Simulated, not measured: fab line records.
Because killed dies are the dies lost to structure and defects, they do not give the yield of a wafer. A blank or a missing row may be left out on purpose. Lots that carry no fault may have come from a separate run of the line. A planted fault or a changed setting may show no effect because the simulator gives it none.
Which tool was responsible? | flow nandHarc | Sampling: 6 lots, 18 wafers, 4 of 1159 route steps

WHAT THE GAUGES READ, wafer by wafer
NHARC_HYBRID_BOND_OVL_MEAS_05.
lot  | measured     | on         | overlayXNm (nm)
L264 | day 20 01:20 | overlay-02 | -5 32 -10
L267 | day 21 11:43 | overlay-02 | 21 45 19
L273 | day 23 10:19 | overlay-01 | -48 8 -2
L275 | day 24 23:26 | overlay-02 | -5 12 -12
L283 | day 25 15:08 | overlay-01 | 6 -18 -18
L285 | day 25 20:03 | overlay-01 | -25 -54 -60

TOOL THAT RAN EACH LOT (tool first, then ch and the chambers of the sampled wafers, then the start)
lot  | NHARC_A_BLC_PRE_CLEAN_31    | NHARC_A_BONDPAD_DESCUM_11         | NHARC_A_BONDPAD_PVD_27
L264 | pvdSputter-03, day 19 00:20 | rieDiel-03 ch 0,3, day 19 12:30   | pvdSputter-02, day 20 01:20 or earlier
L267 | pvdSputter-02, day 20 05:43 | rieDiel-03 ch 2,3, day 20 21:05   | pvdSputter-02, day 21 11:43 or earlier
L273 | pvdSputter-01, day 22 08:33 | rieDiel-13 ch 0,2, day 22 21:18   | pvdSputter-02, day 23 10:19 or earlier
L275 | pvdSputter-01, day 23 08:49 | rieDiel-03 ch 0,1,3, day 24 10:42 | pvdSputter-02, day 24 23:26 or earlier
L283 | pvdSputter-02, day 24 13:35 | rieDiel-04 ch 2,3, day 25 03:10   | pvdSputter-02, day 25 15:08 or earlier
L285 | pvdSputter-03, day 24 18:14 | rieDiel-03 ch 2,3, day 25 07:10   | pvdSputter-02, day 25 20:03 or earlier
- NHARC_A_BLC_PRE_CLEAN_31: time 15 s.
- NHARC_A_BONDPAD_DESCUM_11: chemistry O2, time 3 s.
- NHARC_A_BONDPAD_PVD_27: deposits Cu, target thk 30 nm, time 20.49 s.

THE ANSWER, worked out from the rows above alone
Rule: the usual values come from the lots themselves. The widest of any qualifying gaps counts: lots, ordered by their means at a reading, are off when they make up no more than a third of the lots, leave a main group of 4 or more, and stand apart from it by 3 or more times the standard deviation of that group's means. If all means in a main group match to the digits the tables above print for the reading, that group is not used. A lot without any number at a reading at which 4 lots or more have one is off too. All remaining lots with rows at the step are treated as sound.
No lot is off at any reading shown: from this, nothing can be told.

WHAT THE SIMULATOR HAD PUT IN
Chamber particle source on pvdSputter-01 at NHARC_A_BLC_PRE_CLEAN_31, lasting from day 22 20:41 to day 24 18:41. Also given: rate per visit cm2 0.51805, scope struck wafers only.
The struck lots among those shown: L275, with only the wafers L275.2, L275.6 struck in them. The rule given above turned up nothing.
